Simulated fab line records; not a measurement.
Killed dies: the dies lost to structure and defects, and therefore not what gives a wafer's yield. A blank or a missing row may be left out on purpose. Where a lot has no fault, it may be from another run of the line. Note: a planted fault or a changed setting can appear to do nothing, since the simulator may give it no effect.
Chamber matching -- flow n5Finfet -- N5_HKMG_FIN_ALD_79 on aldMetal-02 has 4 sister chambers
The step deposits TiN, target thk 1.5 nm, pulse time 1 s, purge time 3 s. 20 wafers are shown with their chamber, then 10 later ones without.

== WAFERS, EACH WITH ITS CHAMBER ==
wafer,chamber,heaterPowerW (W),precursorPulseHeightRel,chamberPressureTorr (Torr)
L074.2,3,675,1.001,3.002
L074.3,0,795,1.014,3.013
L074.4,1,884,1.007,2.997
L075.1,3,668,1.008,2.992
L075.5,3,664,0.963,2.993
L075.6,0,783,0.993,3.007
L077.3,1,870,1.023,3.013
L077.4,0,797,1.028,2.993
L077.6,0,812,0.994,2.985
L084.3,2,926,1.013,3.005
L084.4,1,879,1.017,2.993
L084.5,0,824,1.005,3.000
L085.1,2,920,1.019,3.007
L085.4,0,798,0.995,3.011
L085.5,0,793,0.990,3.003
L088.2,2,903,1.015,2.999
L088.4,3,679,0.981,3.002
L088.6,3,671,1.003,3.006
L089.2,3,672,0.994,2.998
L089.4,2,910,0.991,3.001

SIGNATURES (means of the wafers above)
reading,chamber 0,chamber 1,chamber 2,chamber 3,scatter within a chamber
heaterPowerW,800.29,877.67,914.75,671.50,10.1
precursorPulseHeightRel,1.00271,1.01567,1.00950,0.99167,0.0141
chamberPressureTorr,3.00171,3.00100,3.00300,2.99883,0.00798
Rule: a wafer's distance from a chamber is the root of the sum, over the readings, of the square of ((its reading less the chamber's mean) divided by the reading's scatter). The wafer belongs to the nearest chamber; if the next one is less than 2 further off, it can't be placed. The scatter: take each reading less its chamber's mean, square it, sum over the shown wafers, divide by the number of wafers less the number of chambers, and take the root.

== WAFERS WHOSE CHAMBER IS MISSING ==
wafer,heaterPowerW (W),precursorPulseHeightRel,chamberPressureTorr (Torr)
L089.6,888,0.995,2.997
L092.3,902,1.011,3.005
L092.4,688,0.974,2.993
L092.5,817,1.000,2.989
L094.1,907,0.997,3.008
L094.2,802,1.003,2.977
L094.4,807,1.010,2.991
L097.1,914,0.976,2.992
L097.2,816,0.981,3.007
L097.6,688,1.025,2.999

== EACH ONE'S CHAMBER ==
wafer,from the rows above,in truth
L089.6,can't be placed: 1 or 2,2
L092.3,can't be placed: 2 or 1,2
L092.4,3,3
L092.5,0,0
L094.1,can't be placed: 2 or 1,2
L094.2,0,0
L094.4,0,0
L097.1,can't be placed: 2 or 1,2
L097.2,0,0
L097.6,3,3
Correctly placed: 6 of 10. Can't be placed from these rows: 4 (the true chamber is among the candidates in 4). Number placed wrongly: 0.
